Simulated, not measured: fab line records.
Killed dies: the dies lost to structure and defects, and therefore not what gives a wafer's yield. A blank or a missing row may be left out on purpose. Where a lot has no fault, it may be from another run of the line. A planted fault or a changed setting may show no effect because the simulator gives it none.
Matching of chambers -- flow n5Finfet -- N5_HKMG_FIN_STRIP_90 on rieDiel-04 has 4 sister chambers
The step strips SOC in N2/H2, time 20 s. 8 wafers are shown with their chamber, then 10 later ones without.

== WAFERS PAIRED WITH THEIR CHAMBERS ==
wafer,chamber,drypumpMotorCurrentA (A),showerheadPlenumPTorr (Torr)
L083.5,1,6.0,3.48
L088.1,0,4.8,3.38
L088.4,2,5.8,3.41
L089.1,1,5.9,3.47
L089.2,0,4.7,3.38
L089.3,3,5.8,3.21
L090.3,2,5.8,3.41
L090.4,3,5.8,3.21

== WAFERS WITH NO CHAMBER GIVEN ==
wafer,drypumpMotorCurrentA (A),showerheadPlenumPTorr (Torr)
L090.6,5.8,3.21
L093.1,5.8,3.20
L093.5,4.8,3.38
L093.6,5.9,3.47
L095.2,5.9,3.46
L095.3,5.8,3.41
L095.4,5.8,3.20
L092.4,4.8,3.37
L092.5,5.9,3.46
L092.6,4.8,3.37

== WHICH CHAMBER EACH ONE RAN IN ==
wafer,from the rows above,in truth
L090.6,3,3
L093.1,3,3
L093.5,0,0
L093.6,1,1
L095.2,1,1
L095.3,2,2
L095.4,3,3
L092.4,0,0
L092.5,1,1
L092.6,0,0
Correct placement for 10 of the 10. Not placeable from these rows: 0. Wrongly placed: 0.
How it was worked out, from the rows above alone: a wafer's distance from a chamber is the root of the sum, over the readings, of the square of ((its reading less the chamber's mean) divided by the reading's scatter). If the next closest chamber is less than 2 further off than the closest, the wafer can't be placed; otherwise it belongs to the closest. The mean given for a chamber averages the wafers shown for that chamber. The scatter is the square root of a quotient: the sum, over the shown wafers, of each reading's squared deviation from its chamber's mean, divided by wafers minus chambers.
